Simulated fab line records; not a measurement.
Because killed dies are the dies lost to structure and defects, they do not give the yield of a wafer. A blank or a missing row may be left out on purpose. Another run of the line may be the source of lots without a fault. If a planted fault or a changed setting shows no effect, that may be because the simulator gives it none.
Which tool did it? ; flow nand-harc ; Sampling: 12 lots, 36 wafers, 2 of 1302 route steps

WHAT THE GAUGES READ, wafer by wafer
NHARC_A_CONTACT_OVL_MEAS_09.
lot;measured;on;overlay-x-nm (nm)
L075;day 22 08:37;overlay-02;-0.4 -0.6 -0.2
L076;day 22 23:22;overlay-02;-0.2 -0.6 -0.4
L080;day 23 20:37;overlay-01;-0.8 -0.2 -0.5
L079;day 25 00:15;overlay-02;1.0 0.6 0.3
L083;day 25 17:53;overlay-02;-0.5 -0.6 -1.2
L085;day 27 08:01;overlay-01;0.2 0.2 0.6
L086;day 27 17:02;overlay-02;0.0 0.0 -0.5
L088;day 28 09:25;overlay-02;0.5 0.2 -0.3
L090;day 29 03:02;overlay-02;1.0 0.2 0.1
L093;day 29 16:31;overlay-01;-0.7 -1.1 -0.8
L094;day 30 17:16;overlay-01;-0.9 -1.1 -1.3
L096;day 31 08:28;overlay-02;0.4 1.2 0.6

WHICH TOOL RAN EACH LOT (tool, then ch and the chambers of the sampled wafers, then the start)
lot;NHARC_A_CONTACT_DEP_84
L075;acl-dep-03 ch 0, day 22 06:04
L076;acl-dep-01 ch 0, day 22 20:49
L080;acl-dep-01 ch 0, day 23 18:04
L079;acl-dep-01 ch 0, day 24 21:57
L083;acl-dep-02 ch 0, day 25 15:53
L085;acl-dep-01 ch 0, day 27 05:51
L086;acl-dep-03 ch 0, day 27 15:02
L088;acl-dep-01 ch 0, day 28 07:26
L090;acl-dep-02 ch 0, day 29 00:29
L093;acl-dep-02 ch 0, day 29 13:59
L094;acl-dep-02 ch 0, day 30 15:16
L096;acl-dep-02 ch 0, day 31 06:20
- NHARC_A_CONTACT_DEP_84: deposits aC, target thk 2800 nm.

THE ANSWER, worked out from the rows above alone
Rule: usual is defined by the lots themselves. The widest of any qualifying gaps counts: lots, ordered by their means at a reading, are off when they make up no more than a third of the lots, leave a main group of 4 or more, and stand apart from it by 3 or more times the standard deviation of that group's means. If all means in a main group match to the digits the tables above print for the reading, that group is not used. Also off: a lot with no number at a reading for which 4 or more lots have one. All remaining lots with rows at the step are treated as sound.
No lot is off at any reading shown: from this, nothing can be told.

WHAT WAS PUT IN BY THE SIMULATOR
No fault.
